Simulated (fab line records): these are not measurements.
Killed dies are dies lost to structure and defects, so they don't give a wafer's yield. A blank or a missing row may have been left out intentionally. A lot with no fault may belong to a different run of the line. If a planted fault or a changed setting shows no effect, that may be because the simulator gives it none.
Chamber matching | flow n5_finfet | 4 sister chambers for N5_BEOL_M12_VIA_ETCH_16 on rie_diel-06
The step etches SiOC in C4F8/O2/Ar, target depth 724.8 nm. 4 wafers are shown with their chamber, then 9 later ones without.

## WAFERS, EACH WITH ITS CHAMBER
wafer  | chamber | drypump_motor_current_A (A)
L083.3 | 3       | 5.3
L084.1 | 1       | 6.5
L084.3 | 0       | 5.7
L084.6 | 2       | 5.4

## WAFERS WITH NO CHAMBER GIVEN
wafer  | drypump_motor_current_A (A)
L092.1 | 5.7
L092.4 | 6.5
L092.5 | 5.3
L093.1 | 5.3
L093.4 | 5.3
L093.5 | 6.5
L095.1 | 6.5
L095.3 | 5.2
L095.4 | 5.3

## EACH ONE'S CHAMBER
wafer  | from the rows above | in truth
L092.1 | 0                   | 0
L092.4 | 1                   | 1
L092.5 | 3                   | 3
L093.1 | 3                   | 3
L093.4 | 3                   | 3
L093.5 | 1                   | 1
L095.1 | 1                   | 1
L095.3 | 3                   | 3
L095.4 | 3                   | 3
Placed correctly: 9 of 9. Number that these rows cannot place: 0. Number placed wrongly: 0.
How it was worked out, from the rows above alone: a wafer's distance from a chamber is the root of the sum, over the readings, of the square of ((its reading less the chamber's mean) divided by the reading's scatter). The wafer belongs to the nearest chamber; if the next one is less than 2 further off, it can't be placed. The mean given for a chamber averages the wafers shown for that chamber. The scatter: root of mean squared gap, hidden wafer to nearest shown wafer, with one shown wafer a chamber.
